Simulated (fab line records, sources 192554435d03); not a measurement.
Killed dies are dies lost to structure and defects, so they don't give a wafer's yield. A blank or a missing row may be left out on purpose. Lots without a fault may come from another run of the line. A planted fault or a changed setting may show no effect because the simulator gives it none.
fab line records | flow n5_finfet
record lots=4 wafers=12 last_day=18
route steps=1938 shown PMOS_HMC_CHANNEL_EPI@60 FIN_SAQP@90 PASSIVATION@1936
lots that met no fault: from a run of the same line without faults
start_h: hours from the record's first day to the start of the lot's first wafer shown | wait_h: hours since the lot's step before | " the same as in the row above | L1.1+2: a row that stands for several wafers | - no value, or no start given | * or withheld: withheld | < > ~ a bound
route shown NAME@n: a module of which the file shows steps, and the number in the route of the first | usual: mean/standard deviation of fault-free wafers | same: alike in all rows | chamber/n: place in a boat | sites: the reading at each site | _std_site: their standard deviation | _edge_site: outer sites' mean less inner sites' | radius_mm: how far each site lies from the wafer's centre | mask NAME#n: copy n | behind: the tool/chamber that last shaped the wafer | hold: why the lot was held/for how many hours/how that ended | device: the transistor (n, p or np) that didn't switch | end of line: the same wafers' tests at the end of the route | a step without rows: its recipe alone | killed: dies lost to structure and defects at the first sort, not the wafer's yield | map: a wafer's dies, x killed, . not, _ none there
set.NAME: the setting as run; set.NAME@STEP: as run at that earlier step | model.NAME: the simulator's own value behind a step, which no gauge read
lots at some steps of the route; a table a step, a row a wafer
services: from which hour (start_h, from the record's first day; less than 0 if before it) a tool's chamber was out of use, for how many hours, and why
## steps
# step N5_PMOS_HMC_CHANNEL_EPI_EBR_05
# recipe solvent=PGMEA ebr_width_mm=1.5
# step N5_PMOS_HMC_CHANNEL_EPI_SOFTBAKE_04
# recipe temp_c=110 time_s=60 resist=CAR-ArF-block
# step N5_PMOS_HMC_CHANNEL_EPI_EXPOSE_06
# recipe mask_id=PMOS_HMC_BLK na=1.35 source_shape=conventional sigma_outer=0.8 polarization=unpolarized target_cd_nm=240 dose_mj=41
# step N5_PMOS_HMC_CHANNEL_EPI_PEB_07
# recipe peb_temp_c=110 peb_time_s=60 resist=CAR-ArF-block
# step N5_PMOS_HMC_CHANNEL_EPI_DEVELOP_08
# recipe develop_time_s=30 developer=TMAH resist=CAR-ArF-block dev_temp_c=23 rinse_liquid=diw dry=air_spin
# step N5_PMOS_HMC_CHANNEL_EPI_DESCUM_14
# recipe chemistry=O2 time_s=7.9 source_power_w=50 bias_power_w=20 pressure_mtorr=20 rf_frequency_hz=2.712e+07 temp_c=40 resist=CAR-ArF-block o2_flow_sccm=225
# step N5_PMOS_HMC_CHANNEL_EPI_ETCH_32
# recipe chemistry=N2/H2 target=BARC stop_on=SiO2 target_depth_a=858 over_etch_frac=0.3 time_s=50.3 ion_energy_ev=200 mask_material=CAR-ArF-block pressure_mtorr=30 source_w=840 bias_w=150 n2_flow_sccm=200 h2_flow_sccm=200
# step N5_PMOS_HMC_CHANNEL_EPI_HM_OPEN_15
# recipe chemistry=CHF3/O2 target=SiO2 mask_material=CAR-ArF-block target_depth_a=406 CHF3_flow_sccm=50 O2_flow_sccm=5 Ar_flow_sccm=200 time_s=20.3 pressure_mtorr=30 source_w=650 bias_w=170 ion_energy_ev=200
# step N5_PMOS_HMC_CHANNEL_EPI_STRIP_33
# recipe chemistry=N2/H2 power_w=500 temp_c=40 pressure_mtorr=50 rf_frequency_hz=6e+07 overash_fraction=0.3 bias_power_w=8 h2_frac=0.5 n2_flow_sccm=300 h2_flow_sccm=300
# step N5_PMOS_HMC_CHANNEL_EPI_STRIP_17
# recipe chemistry=SPM time_s=750 temp_c=130 h2so4_h2o2_vol_ratio=4 dry=ipa_marangoni
# columns lot.wafer tool chamber start_h wait_h
L405.1+2+5 wet_bench-05 1,2,0 35.72 -
L414.2+4+6 wet_bench-05 2,6,4 89.43 -
L419.4+5+6 wet_bench-05 7,3,5 120.68 -
L425.2+3+4 wet_bench-06 2,5,7 158.69 -
# step N5_PMOS_HMC_CHANNEL_EPI_ETCH_38
# recipe chemistry=CF4 target=SiO2 target_depth_a=15 ion_energy_ev=350 pressure_mtorr=10 icp_w=800 bias_w=400 cf4_flow_sccm=80
# step N5_PMOS_HMC_CHANNEL_EPI_FIN_RECESS_16
# recipe chemistry=HBr/Cl2 target=Si mask_material=SiO2 target_depth_a=540 time_s=18 pressure_mtorr=10 icp_w=800 bias_w=75 HBr_flow_sccm=150 Cl2_flow_sccm=80
# step N5_PMOS_HMC_CHANNEL_EPI_PRECLEAN_36
# recipe chemistry=O3/DIW time_s=45 temp_c=22 o3_ppm=10
# step N5_PMOS_HMC_CHANNEL_EPI_PRECLEAN_18
# recipe chemistry=DHF time_s=30 temp_c=25 dilution=withheld
# step N5_PMOS_HMC_CHANNEL_EPI_SRD_19
# recipe dry=ipa_marangoni do_ppb=5 time_s=30 temp_c=23 rinse_liquid=diw
# step N5_PMOS_HMC_CHANNEL_EPI_EPI_20
# recipe material=SiGe30 mask_material=SiO2 pressure_torr=20 target_thk_a=590 temp_c=600
# step N5_PMOS_HMC_CHANNEL_EPI_HM_STRIP_35
# recipe chemistry=dHF temp_c=25 material=SiO2 target=SiO2 target_depth_a=396 time_s=216
# step N5_PMOS_HMC_CHANNEL_EPI_SRD_39
# recipe dry=ipa_marangoni time_s=30 temp_c=23 rinse_liquid=diw
# step N5_PMOS_HMC_CHANNEL_EPI_CMP_21
# recipe material=SiGe30 post_cmp_clean=alkaline_brush target_thk_nm=54
# step N5_PMOS_HMC_CHANNEL_EPI_PRECLEAN_40
# recipe chemistry=DHF time_s=30 temp_c=25 dilution=withheld
# step N5_PMOS_HMC_CHANNEL_EPI_PRECLEAN_37
# recipe chemistry=O3/DIW time_s=45 temp_c=22 o3_ppm=10
# step N5_PMOS_HMC_CHANNEL_EPI_PRECLEAN_24
# recipe chemistry=DHF time_s=30 temp_c=25 dilution=withheld
# step N5_PMOS_HMC_CHANNEL_EPI_SRD_25
# recipe dry=ipa_marangoni do_ppb=5 time_s=30 temp_c=23 rinse_liquid=diw
# step N5_PMOS_HMC_CHANNEL_EPI_EPI_26
# recipe material=Si target_thk_a=38 temp_c=650 precursor=SiH4/H2 pressure_torr=20 time_s=22.7
# step N5_FIN_SAQP_PRECLEAN_42
# recipe chemistry=O3/DIW time_s=60 temp_c=22 o3_ppm=10
# step N5_FIN_SAQP_PRECLEAN_00
# recipe chemistry=SC1 time_s=60 temp_c=55 mix=1:2:50
# step N5_FIN_SAQP_PRECLEAN_44
# recipe chemistry=SC2 time_s=45 temp_c=35 mix=1:1:50
# step N5_FIN_SAQP_SRD_01
# recipe dry=ipa_marangoni time_s=30 temp_c=23 rinse_liquid=diw
# step N5_FIN_SAQP_ALD_61
# recipe material=SiO2 target_thk_a=40 temp_c=300 ald_precursor_family=BDEAS ald_co_reactant=O2-plasma pulse_time_s=1 purge_time_s=2 co_reactant_purge_time_s=2 ald_cycles=43 pressure_torr=2
# step N5_FIN_SAQP_DENSIFY_62
# recipe temp_c=700 time_s=60 ambient=N2 idle_temp_c=600 ramp_up_c_per_s=150 ramp_down_c_per_s=60 cool_to_c=600
# step N5_FIN_SAQP_HM_DEP_03
# recipe material=SiNx target_thk_a=380 temp_c=400 precursor=SiH4/NH3/N2 pressure_torr=1.5 rf_w=300 time_s=33.6
# step N5_FIN_SAQP_PECVD_47
# recipe material=a-Si target_thk_a=450 temp_c=400 precursor=SiH4/He pressure_torr=3 rf_w=100 time_s=36.3
# step N5_FIN_SAQP_PECVD_48
# recipe material=SiNx target_thk_a=250 temp_c=400 precursor=SiH4/NH3/N2 pressure_torr=1.5 rf_w=300 time_s=22.1
# step N5_FIN_SAQP_PECVD_06
# recipe material=a-Si target_thk_a=600 temp_c=400 precursor=SiH4/He pressure_torr=3 rf_w=100 time_s=48.1
# step N5_PASSIVATION_PROBE_49
# usual defect_limited_yield=91.4/1.5 killed_at_M0_to_M3=33/11 killed_at_M4_up=14/5.3 killed_at_contacts=13/6.2 killed_at_front_end=39/13 killed_at_other=3.1/2.8 killed_dies=102/17 killed_on_rim=13/3.8 killed_open=68/13 killed_short=32/7.8 sort_bin_5_function=5.1/0.95 sort_bin_6_memory=3.2/0.7 sort_n_pass=1078/18 sort_yield_pct=91.3/1.5
# same gross_dies=1180 killed_at_back_side=0 sort_bin_4_leakage[%]=0 sort_bin_8_speed[%]=0
# columns lot.wafer tool chamber start_h wait_h defect_limited_yield[%] killed_at_M0_to_M3 killed_at_M4_up killed_at_contacts killed_at_front_end killed_at_other killed_dies killed_on_rim killed_open killed_short sort_bin_5_function[%] sort_bin_6_memory[%] sort_n_pass sort_yield_pct[%]
L414.2 prober-01 - 371.75 0.1 82.7 36 19 9 135 5 204 26 69 31 11.8 3.8 976 82.7
L414.4 prober-01 - 371.85 0.2 87.2 23 16 7 103 2 151 26 53 22 8.2 2.6 1029 87.2
L414.6 prober-01 - 371.95 0.3 82.6 37 34 9 118 7 205 33 84 37 9.8 5.6 975 82.6
L419.4 prober-01 - 394.76 0.2 87.2 16 10 10 112 3 151 28 47 25 7.3 3.5 1029 87.2
L419.5 prober-01 - 394.81 0.2 79.7 39 13 15 166 6 239 18 58 50 13.0 4.2 941 79.7
L419.6 prober-01 - 394.86 0.3 86.9 24 13 12 95 10 154 26 57 38 7.5 3.5 1026 86.9
# killed by level:class
L414.2 PMOS_HMC_CHANNEL_EPI:unspecified=104 FIN_SAQP:geometric_particle:open=12 BEOL_M1:geometric_particle:open=10 BEOL_M4:geometric_particle:open=10 MOL_CONTACT_COAG:geometric_particle:open=7 BEOL_M0_SAQP:geometric_particle:short=7 BEOL_M0_SAQP:geometric_particle:open=6 BEOL_M2:geometric_particle:open=6
L414.4 PMOS_HMC_CHANNEL_EPI:unspecified=76 BEOL_M4:geometric_particle:open=11 BEOL_M3:geometric_particle:open=8 STI_FIN_REVEAL:geometric_particle:open=6 MOL_CONTACT_COAG:geometric_particle:open=5 BEOL_M0_SAQP:geometric_particle:short=4 FIN_SAQP:geometric_particle:short=3 BEOL_M1:geometric_particle:open=3
L414.6 PMOS_HMC_CHANNEL_EPI:unspecified=82 BEOL_M4:geometric_particle:open=18 FIN_SAQP:geometric_particle:short=12 MOL_CONTACT_COAG:geometric_particle:open=9 BEOL_M2:geometric_particle:open=9 BEOL_M3:geometric_particle:open=8 BEOL_M0_SAQP:geometric_particle:open=7 FIN_SAQP:geometric_particle:open=6
L419.4 PMOS_HMC_CHANNEL_EPI:unspecified=79 FIN_SAQP:geometric_particle:open=8 BEOL_M0_SAQP:geometric_particle:open=7 STI_FIN_REVEAL:geometric_particle:open=6 GATE_CUT:geometric_particle:short=5 MOL_CONTACT_COAG:geometric_particle:open=5 MOL_CONTACT_COAG:geometric_particle:short=5 BEOL_M0_SAQP:geometric_particle:short=5
L419.5 PMOS_HMC_CHANNEL_EPI:unspecified=126 MOL_CONTACT_COAG:geometric_particle:open=10 BEOL_M0_SAQP:geometric_particle:short=10 BEOL_M0_SAQP:geometric_particle:open=9 BEOL_M1:geometric_particle:short=6 FIN_SAQP:geometric_particle:short=5 MOL_CONTACT_COAG:geometric_particle:short=5 BEOL_M2:geometric_particle:open=4
L419.6 PMOS_HMC_CHANNEL_EPI:unspecified=58 MOL_CONTACT_COAG:geometric_particle:open=9 BEOL_M0_SAQP:geometric_particle:open=9 GATE_CUT:geometric_particle:short=8 ILD0:geometric_particle:open=7 GATE_CUT:geometric_particle:open=6 BEOL_M4:geometric_particle:open=6 FIN_SAQP:geometric_particle:short=5
# map L414.6 (x killed, . not)
_________________.....x......________________
______________x.x...x.x..x.....x_____________
___________xxx.x..x.....xx.xx......__________
__________xxxx..x.x.x..x........xx.._________
________xxxxxxx.x....................._______
_______xxxxxxxxxxx...x.....x....x..x...______
______xxxxxxxxx.....x........x.......x.._____
_____xxxxxxxxxxx.x..................x....____
____xxxxxxxxxxx.x...........x.........x...___
___x.xxxxxxxxx.x...........................__
___x....xxxx....................x..........__
__..xx...xx.x..................x.........x.._
__.....................x..x..............x.._
_x..x.....xx..x..........x........x..x....x..
_.....x.......x.x.......x..x.x...............
_..x................x....xx.x.x..........x...
_...x.xx..............x......x.............x.
_x...............x......x....x.......x...x...
_..x.....x....................x.x......x....x
_..x.x....x.......xx.....x.....x.............
_x................x..........................
__.....x........x....x......................_
__......x.....x.......x.................x..._
___....x............................x..x...__
___.........xxx....x...........x...........__
____..x.x...........x..xxx................___
_____...x.......xx..........x............____
______............x..........x....x....x_____
_______................................______
________..........x..x................_______
__________..x...........x......x..x._________
___________.x......................__________
______________......x..........x_____________
_________________x.......x..x________________
# map L419.5 (x killed, . not)
_________________.....x..x...________________
______________..........x......._____________
___________...............x........__________
__________x.....x.........x......x.._________
________....x.....x...........x......._______
_______......x..............x....x.....______
______x........x...x.......x...x....x..._____
_____.....x..........x..x..........x.....____
____....x....x......x...x....xx.......x...___
___...............x........................__
___.......xx...x.........x.................__
__..x......x......xx...x.x................x._
__...x............................x........._
_.......x.xxx...................x....x.......
_.....x.xxx.x.....x.........x...x......x.x...
_...xx.xxxx.xxx.....xx.........x.............
_.xx.xxxxxxxxxxx...............x....x........
_..xxxxxxxxxxxxxx...........x....x.x....x...x
_.xxxxxxxxxxxxx.....x..x...............x...x.
_xxxxxxxxxxxxxxx....x...........x.......x...x
_xx..xxxxxxxxxxxx.....x..x......x......x.....
__xxxxxxxxxxxxxx....xx..x..................._
__..xxxxxxxxxxx.xx......................x..._
___.x.xxxxxxxxx.......x....x.x.....x....x..__
___.xx..xx.x.x............x...........xx...__
____xx....x..x.............x.............x___
_____....x...x............x...x..........____
______..........x..........x............_____
_______...x.....x......................______
________.x..........x................._______
__________....x.......x...x........._________
___________x.......x...............__________
______________.....x............_____________
_________________...........x________________
## services
# columns tool chamber start_h hours kind
wet_bench-05 - 90.38 0.8 repair
wet_bench-06 - 129.39 6.4 repair
## key
first_sign step=N5_PASSIVATION_PROBE_49 reading=killed_at_front_end direction=up sigmas=6.4 usual=39 struck=122
effect step=N5_PASSIVATION_PROBE_49 reading=defect_limited_yield direction=down sigmas=4.7 usual=91.4 struck=84.4
more_kills_born_at N5_PMOS_HMC_CHANNEL_EPI_STRIP_17@wet_bench-05=525
met_at N5_PMOS_HMC_CHANNEL_EPI_STRIP_17
struck_wafers L414.2,L414.4,L414.6,L419.4,L419.5,L419.6
onset_between 35.72 89.43
fault kind=chamber_particle_source tool=wet_bench-05 chamber=- onset_h=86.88 steps=N5_PMOS_HMC_CHANNEL_EPI_STRIP_17 rate_per_visit_cm2=0.9205 end_h=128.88
